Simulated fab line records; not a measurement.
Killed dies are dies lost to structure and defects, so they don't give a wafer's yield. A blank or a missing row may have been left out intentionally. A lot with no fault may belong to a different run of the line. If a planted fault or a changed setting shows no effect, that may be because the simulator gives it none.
Matching of chambers / flow n5-finfet / 4 sister chambers for N5_BEOL_M2_ALD_98 on ald-sin-04
The step deposits SiO2, target thk 2.5 nm, pulse time 1 s, co reactant pulse time 1 s. 16 wafers are shown with their chamber, then 8 later ones without.

## EACH WAFER AND ITS CHAMBER
wafer=L074.2; chamber=0; heater-power-w (W)=76; precursor-pulse-height-rel=1.005
wafer=L074.3; chamber=1; heater-power-w (W)=91; precursor-pulse-height-rel=1.015
wafer=L074.4; chamber=2; heater-power-w (W)=86; precursor-pulse-height-rel=0.984
wafer=L079.2; chamber=2; heater-power-w (W)=84; precursor-pulse-height-rel=1.003
wafer=L079.4; chamber=1; heater-power-w (W)=92; precursor-pulse-height-rel=1.006
wafer=L079.6; chamber=1; heater-power-w (W)=92; precursor-pulse-height-rel=0.979
wafer=L081.1; chamber=2; heater-power-w (W)=84; precursor-pulse-height-rel=1.026
wafer=L081.2; chamber=3; heater-power-w (W)=76; precursor-pulse-height-rel=1.023
wafer=L081.5; chamber=1; heater-power-w (W)=93; precursor-pulse-height-rel=0.994
wafer=L090.3; chamber=1; heater-power-w (W)=94; precursor-pulse-height-rel=0.975
wafer=L090.5; chamber=2; heater-power-w (W)=81; precursor-pulse-height-rel=0.969
wafer=L090.6; chamber=1; heater-power-w (W)=93; precursor-pulse-height-rel=1.017
wafer=L091.1; chamber=0; heater-power-w (W)=79; precursor-pulse-height-rel=1.037
wafer=L091.2; chamber=1; heater-power-w (W)=92; precursor-pulse-height-rel=0.996
wafer=L091.6; chamber=1; heater-power-w (W)=94; precursor-pulse-height-rel=0.985
wafer=L094.1; chamber=0; heater-power-w (W)=75; precursor-pulse-height-rel=1.016

SIGNATURES, as means of the wafers listed above
reading=heater-power-w; chamber 0=76.67; chamber 1=92.62; chamber 2=83.75; chamber 3=76.00; scatter within a chamber=1.56
reading=precursor-pulse-height-rel; chamber 0=1.01933; chamber 1=0.99587; chamber 2=0.99550; chamber 3=1.02300; scatter within a chamber=0.0185
Rule: for a wafer and a chamber, the distance is found by dividing, reading by reading, the gap between the wafer's reading and the chamber's mean by the reading's scatter, squaring, summing and taking the root. The wafer belongs to the nearest chamber; if the next one is less than 2 further off, it can't be placed. The scatter is the square root of a quotient: the sum, over the shown wafers, of each reading's squared deviation from its chamber's mean, divided by wafers minus chambers.

## WAFERS MISSING THEIR CHAMBER
wafer=L094.2; heater-power-w (W)=83; precursor-pulse-height-rel=0.986
wafer=L094.4; heater-power-w (W)=75; precursor-pulse-height-rel=0.975
wafer=L096.1; heater-power-w (W)=91; precursor-pulse-height-rel=0.987
wafer=L096.2; heater-power-w (W)=77; precursor-pulse-height-rel=1.021
wafer=L096.3; heater-power-w (W)=84; precursor-pulse-height-rel=0.998
wafer=L097.1; heater-power-w (W)=77; precursor-pulse-height-rel=0.959
wafer=L097.2; heater-power-w (W)=77; precursor-pulse-height-rel=1.000
wafer=L097.6; heater-power-w (W)=83; precursor-pulse-height-rel=1.017

## WHICH CHAMBER EACH ONE RAN IN
wafer=L094.2; from the rows above=2; in truth=2
wafer=L094.4; from the rows above=can't be placed: 0 or 3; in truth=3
wafer=L096.1; from the rows above=1; in truth=1
wafer=L096.2; from the rows above=can't be placed: 0 or 3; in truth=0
wafer=L096.3; from the rows above=2; in truth=2
wafer=L097.1; from the rows above=can't be placed: 0 or 3 or 2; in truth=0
wafer=L097.2; from the rows above=can't be placed: 0 or 3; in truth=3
wafer=L097.6; from the rows above=2; in truth=2
Placed correctly: 4 of 8. Cannot be placed on the basis of these rows: 4; the candidates contain the true chamber in 4. 0 placed wrongly.
